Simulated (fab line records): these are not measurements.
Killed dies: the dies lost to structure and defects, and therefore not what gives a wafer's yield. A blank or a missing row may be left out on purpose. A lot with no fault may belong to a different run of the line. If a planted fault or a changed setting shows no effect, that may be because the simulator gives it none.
Which tool did it? + flow nandHarc + Sampling: 24 lots, 72 wafers, 4 of 1302 route steps

WHAT THE GAUGES SHOWED, per wafer
NHARC_A_CONTACT_CD_MEAS_15. Usual: cdNm 189.8 nm, standard deviation 0.6.
| lot  | measured     | on       | cdNm (nm)         | flag |
|------|--------------|----------|-------------------|------|
| L074 | day 22 08:24 | cdSem-01 | 188.9 188.9 188.9 |      |
| L075 | day 22 18:03 | cdSem-03 | 190.1 190.2 189.5 |      |
| L078 | day 23 19:48 | cdSem-02 | 190.4 191.0 190.2 |      |
| L076 | day 23 20:35 | cdSem-03 | 188.9 189.5 189.5 |      |
| L079 | day 23 21:58 | cdSem-03 | 190.3 189.9 190.3 |      |
| L077 | day 24 05:14 | cdSem-01 | 190.2 189.7 190.2 |      |
| L081 | day 24 14:10 | cdSem-01 | 189.4 189.9 189.8 |      |
| L080 | day 25 00:07 | cdSem-03 | 190.3 189.7 189.7 |      |
| L084 | day 25 23:32 | cdSem-02 | 189.8 189.8 190.3 |      |
| L082 | day 26 00:41 | cdSem-02 | 190.0 189.2 189.3 |      |
| L083 | day 26 01:36 | cdSem-02 | 188.9 188.7 188.4 |      |
| L085 | day 27 12:38 | cdSem-03 | 190.4 190.0 190.4 |      |
| L086 | day 27 14:50 | cdSem-01 | 189.7 190.0 189.5 |      |
| L087 | day 28 03:02 | cdSem-03 | 189.8 190.7 190.9 |      |
| L088 | day 28 08:13 | cdSem-01 | 190.6 189.8 189.8 |      |
| L089 | day 28 08:40 | cdSem-01 | 190.1 190.4 190.1 |      |
| L090 | day 28 20:07 | cdSem-02 | 191.1 191.1 190.5 |      |
| L091 | day 29 00:47 | cdSem-01 | 189.4 190.0 189.9 |      |
| L093 | day 29 14:09 | cdSem-02 | 190.4 190.6 190.1 |      |
| L092 | day 29 18:55 | cdSem-01 | 189.6 189.0 189.8 |      |
| L095 | day 30 14:46 | cdSem-02 | 190.6 189.8 189.7 |      |
| L094 | day 30 15:41 | cdSem-02 | 188.8 188.1 189.3 |      |
| L096 | day 31 08:28 | cdSem-02 | 190.9 190.4 190.0 |      |
| L097 | day 31 22:59 | cdSem-01 | 189.0 189.8 189.4 |      |

EACH LOT AND THE TOOL THAT RAN IT (in order: tool; ch and the chambers of the sampled wafers; start)
| lot  | NHARC_A_CONTACT_ETCH_128           | NHARC_A_CONTACT_DEP_85          | NHARC_A_CONTACT_ETCH_137           |
|------|------------------------------------|---------------------------------|------------------------------------|
| L074 | harCapEtch-02 ch 0,1, day 21 23:40 | pecvd-02 ch 0,1, day 22 04:15   | harCapEtch-02 ch 0,1, day 22 07:04 |
| L075 | harCapEtch-03 ch 0, day 22 09:23   | pecvd-02 ch 0,1, day 22 13:59   | harCapEtch-01 ch 0,1, day 22 16:46 |
| L078 | harCapEtch-03 ch 0,1, day 23 07:43 | pecvd-04 ch 0,2, day 23 15:34   | harCapEtch-02 ch 0,1, day 23 18:20 |
| L076 | harCapEtch-01 ch 0, day 23 08:22   | pecvd-03 ch 1,2, day 23 15:47   | harCapEtch-01 ch 0,1, day 23 19:13 |
| L079 | harCapEtch-02 ch 0,1, day 23 12:56 | pecvd-02 ch 0,2, day 23 18:05   | harCapEtch-02 ch 1, day 23 20:43   |
| L077 | harCapEtch-01 ch 0,1, day 23 17:09 | pecvd-02 ch 0,1,2, day 23 21:45 | harCapEtch-01 ch 0,1, day 24 03:39 |
| L081 | harCapEtch-02 ch 0,1, day 24 04:41 | pecvd-03 ch 0,1, day 24 09:42   | harCapEtch-01 ch 0, day 24 12:53   |
| L080 | harCapEtch-03 ch 1, day 24 14:46   | pecvd-03 ch 0,1, day 24 20:04   | harCapEtch-02 ch 0,1, day 24 22:49 |
| L084 | harCapEtch-01 ch 0,1, day 25 14:49 | pecvd-03 ch 0,2, day 25 19:29   | harCapEtch-01 ch 0,1, day 25 22:09 |
| L082 | harCapEtch-03 ch 0,1, day 25 15:53 | pecvd-04 ch 0,1, day 25 20:37   | harCapEtch-03 ch 0,1, day 25 23:24 |
| L083 | harCapEtch-02 ch 0,1, day 25 16:34 | pecvd-03 ch 0,1, day 25 21:34   | harCapEtch-02 ch 0,1, day 26 00:19 |
| L085 | harCapEtch-02 ch 0,1, day 27 02:26 | pecvd-03 ch 1,2, day 27 07:05   | harCapEtch-01 ch 0, day 27 11:05   |
| L086 | harCapEtch-01 ch 0, day 27 05:34   | pecvd-03 ch 0,1, day 27 10:41   | harCapEtch-01 ch 1, day 27 13:31   |
| L087 | harCapEtch-02 ch 0,1, day 27 18:10 | pecvd-03 ch 0,2, day 27 22:58   | harCapEtch-01 ch 0, day 28 01:43   |
| L088 | harCapEtch-03 ch 0, day 27 20:14   | pecvd-04 ch 0,1, day 28 04:08   | harCapEtch-02 ch 0,1, day 28 06:57 |
| L089 | harCapEtch-01 ch 0,1, day 27 22:02 | pecvd-04 ch 1,2, day 28 04:27   | harCapEtch-01 ch 0,1, day 28 07:22 |
| L090 | harCapEtch-03 ch 0,1, day 28 09:53 | pecvd-03 ch 1,2, day 28 16:02   | harCapEtch-03 ch 0,1, day 28 18:48 |
| L091 | harCapEtch-02 ch 0,1, day 28 13:07 | pecvd-03 ch 0,2, day 28 20:33   | harCapEtch-03 ch 0, day 28 23:24   |
| L093 | harCapEtch-01 ch 0, day 29 03:43   | pecvd-04 ch 0,1,2, day 29 10:01 | harCapEtch-02 ch 1, day 29 12:53   |
| L092 | harCapEtch-03 ch 0,1, day 29 09:33 | pecvd-04 ch 0,2, day 29 14:52   | harCapEtch-01 ch 0,1, day 29 17:43 |
| L095 | harCapEtch-01 ch 0,1, day 30 05:56 | pecvd-04 ch 0,1,2, day 30 10:33 | harCapEtch-01 ch 0,1, day 30 13:20 |
| L094 | harCapEtch-03 ch 0,1, day 30 07:07 | pecvd-02 ch 0,1,2, day 30 11:40 | harCapEtch-03 ch 0,1, day 30 14:29 |
| L096 | harCapEtch-02 ch 0,1, day 30 23:26 | pecvd-04 ch 0,1, day 31 04:17   | harCapEtch-02 ch 0,1, day 31 07:08 |
| L097 | harCapEtch-01 ch 0,1, day 31 12:11 | pecvd-02 ch 1,2, day 31 18:31   | harCapEtch-01 ch 0,1, day 31 21:40 |
- NHARC_A_CONTACT_ETCH_128: etches the open film in C4F8/O2/Ar, time 197 s, target depth 1918 nm.
- NHARC_A_CONTACT_DEP_85: deposits SiON, target thk 60 nm.
- NHARC_A_CONTACT_ETCH_137: etches the open film in C4F8/O2/Ar, time 311 s, target depth 1912 nm.

WHAT THE TOOLS THEMSELVES READ (means of the sampled wafers that have a number; where no wafer has one, the mark that the record gives instead)
NHARC_A_CONTACT_DEP_85. Usual: heaterPowerW 794 W, standard deviation 57; rfFwdPowerW 348.5 W, standard deviation 1.2.
| lot  | tool     | heaterPowerW (W) | rfFwdPowerW (W) | flag |
|------|----------|------------------|-----------------|------|
| L074 | pecvd-02 | 814              | 349.5           |      |
| L075 | pecvd-02 | 760              | 348.7           |      |
| L078 | pecvd-04 | 749              | 349.2           |      |
| L076 | pecvd-03 | 832              | 347.1           |      |
| L079 | pecvd-02 | 758              | 350.2           |      |
| L077 | pecvd-02 | 830              | 348.5           |      |
| L081 | pecvd-03 | 804              | 347.2           |      |
| L080 | pecvd-03 | 773              | 348.7           |      |
| L084 | pecvd-03 | 757              | 347.6           |      |
| L082 | pecvd-04 | 732              | 349.9           |      |
| L083 | pecvd-03 | 752              | 348.3           |      |
| L085 | pecvd-03 | 812              | 346.8           |      |
| L086 | pecvd-03 | 851              | 348.0           |      |
| L087 | pecvd-03 | 821              | 348.0           |      |
| L088 | pecvd-04 | 841              | 349.1           |      |
| L089 | pecvd-04 | 816              | 348.1           |      |
| L090 | pecvd-03 | 821              | 347.7           |      |
| L091 | pecvd-03 | 699              | 348.1           |      |
| L093 | pecvd-04 | 779              | 349.8           |      |
| L092 | pecvd-04 | 792              | 348.5           |      |
| L095 | pecvd-04 | 813              | 348.3           |      |
| L094 | pecvd-02 | 804              | 349.5           |      |
| L096 | pecvd-04 | 798              | 347.6           |      |
| L097 | pecvd-02 | 865              | 349.0           |      |

THE ANSWER, worked out from the rows above alone
Rule: take the mean of a lot's wafers that have a number; if it is more than 3 standard deviations from the usual mean, the lot is off. Also off: a lot with no number at a reading for which 4 or more lots have one. Where the step has rows for the other lots, those lots are counted as sound. First the gauges in route order, then the tools' own readings, where a lot's mean is used as printed above. At the first step where some lot is off, the reading lying furthest off is the one used; lots without a number count as furthest.
None of the lots is off at any reading shown; this tells nothing.

WHAT THE SIMULATOR HAD PUT IN
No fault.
